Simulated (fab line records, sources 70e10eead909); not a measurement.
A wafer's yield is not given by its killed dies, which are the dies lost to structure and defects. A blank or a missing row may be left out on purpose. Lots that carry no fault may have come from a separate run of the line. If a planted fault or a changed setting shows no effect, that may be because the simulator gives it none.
A lot that was struck, set against a sound lot + flow nand harc + 19 out of 1302 route steps
Sound: the wafers L483.3, L483.5, L483.6. Struck: wafers L491.3, L491.4, L491.5. At the end, the cause is stated.
For every step that has rows: the tool of each side, followed by ch and its chambers, followed by its first start. Under that, the readings that differ: sound wafers + struck wafers + difference of the means + sigmas: that difference in standard deviations of wafers without a fault.
alike: a reading whose means differ by less than 2 such deviations, as well as words and numbers matching on both sides. not compared: withheld readings; readings where some wafer has no value; bounds like >300 that might hide an equal value; numbers whose values overlap and for which the record gives no deviation.
A row with sigmas, a row that says differs or no value, or rows on one side alone: a step with any of these is where the two part. When numbers do not overlap yet have no deviation, they are printed without sigmas and do not part them. Lack of a reading on every wafer of one side parts them only where that side has two or more wafers.

NHARC_P_GATE_CD_MEAS_59: target cd 720 nm.
  sound on cd sem-03 ch 0, day 5 23:11; struck on cd sem-01 ch 0, day 9 09:25
  alike: cd nm
then, 1 step without rows for these wafers: NHARC_P_GATE_HARDBAKE_60 (time 80 s).
NHARC_P_GATE_DESCUM_61: chemistry O2, time 3 s.
  sound on rie diel-03 ch 0,1,2, day 5 23:21; struck on rie diel-11 ch 0,1,3, day 9 09:36
  alike: drypump motor current A, oes product au, rf vpp V, showerhead plenum p Torr, throttle valve pct
  not compared: rf hours counter h
next, for these wafers, 1 step has no rows: NHARC_P_GATE_IMPLANT_62.
NHARC_P_GATE_STRIP_112: strips in N2/H2, time 200 s.
  sound on plasma asher-01 ch 0,1, day 5 23:50; struck on plasma asher-02 ch 0,1, day 9 10:02
  alike: drypump motor current A, heater power w
  not compared: rf hours counter h
NHARC_P_GATE_STRIP_76: strips in O2.
  sound on plasma asher-01 ch 0,1, day 5 23:59; struck on plasma asher-02 ch 0,1, day 9 10:14
  alike: drypump motor current A, heater power w
  not compared: rf hours counter h
then, 6 steps without rows for these wafers: NHARC_P_GATE_STRIP_63 (strips in SPM, time 900 s); NHARC_P_GATE_DEHYDRATE_83 (time 120 s); NHARC_P_GATE_HMDS_84 (time 30 s); NHARC_P_GATE_COAT_85; NHARC_P_GATE_SOFTBAKE_86 (time 95 s); NHARC_P_GATE_EBR_87.
NHARC_P_GATE_EXPOSE_88: exposes mask P HVN, target cd 2000 nm.
  sound on krf scanner-03 ch 0, day 6 00:44; struck on krf scanner-04 ch 0, day 9 10:52
| reading | sound                   | struck                           | difference | sigmas |
|---------|-------------------------|----------------------------------|------------|--------|
| mask    | P_HVN#0 P_HVN#0 P_HVN#0 | P_HVN_R1#0 P_HVN_R1#0 P_HVN_R1#0 | differs    |        |
  alike: exposure dose mJ cm2
then, 2 steps without rows for these wafers: NHARC_P_GATE_PEB_89 (peb time 85 s); NHARC_P_GATE_DEVELOP_90 (time 70 s).
NHARC_P_GATE_CD_MEAS_91: target cd 2000 nm.
  sound on cd sem-01 ch 0, day 6 00:53; struck on cd sem-02 ch 0, day 9 11:02
| reading    | sound                | struck               | difference | sigmas |
|------------|----------------------|----------------------|------------|--------|
| cd nm (nm) | 2003.1 2000.2 2001.7 | 2072.4 2072.2 2072.1 | +70.6      | +54    |
then, 1 step without rows for these wafers: NHARC_P_GATE_HARDBAKE_92 (time 80 s).
NHARC_P_GATE_DESCUM_93: chemistry O2, time 3 s.
  sound on rie diel-03 ch 0,1,2, day 6 01:04; struck on rie diel-11 ch 0,1,2, day 9 11:12
| reading                 | sound          | struck         | difference | sigmas |
|-------------------------|----------------|----------------|------------|--------|
| model.P_GATE.cd nm (nm) | 2003 2000 2002 | 2072 2072 2072 | +70        |        |
  alike: drypump motor current A, oes product au, rf vpp V, showerhead plenum p Torr, throttle valve pct
  not compared: rf hours counter h
next, for these wafers, 1 step has no rows: NHARC_P_GATE_IMPLANT_94.

== WHERE THEY PART ==
Last at NHARC_P_GATE_CD_MEAS_91 as far as this record goes, first at NHARC_P_GATE_EXPOSE_88. Later steps at which nothing parts them and some readings are alike: NHARC_P_GATE_DESCUM_93.

WHY: whatever the simulator had introduced
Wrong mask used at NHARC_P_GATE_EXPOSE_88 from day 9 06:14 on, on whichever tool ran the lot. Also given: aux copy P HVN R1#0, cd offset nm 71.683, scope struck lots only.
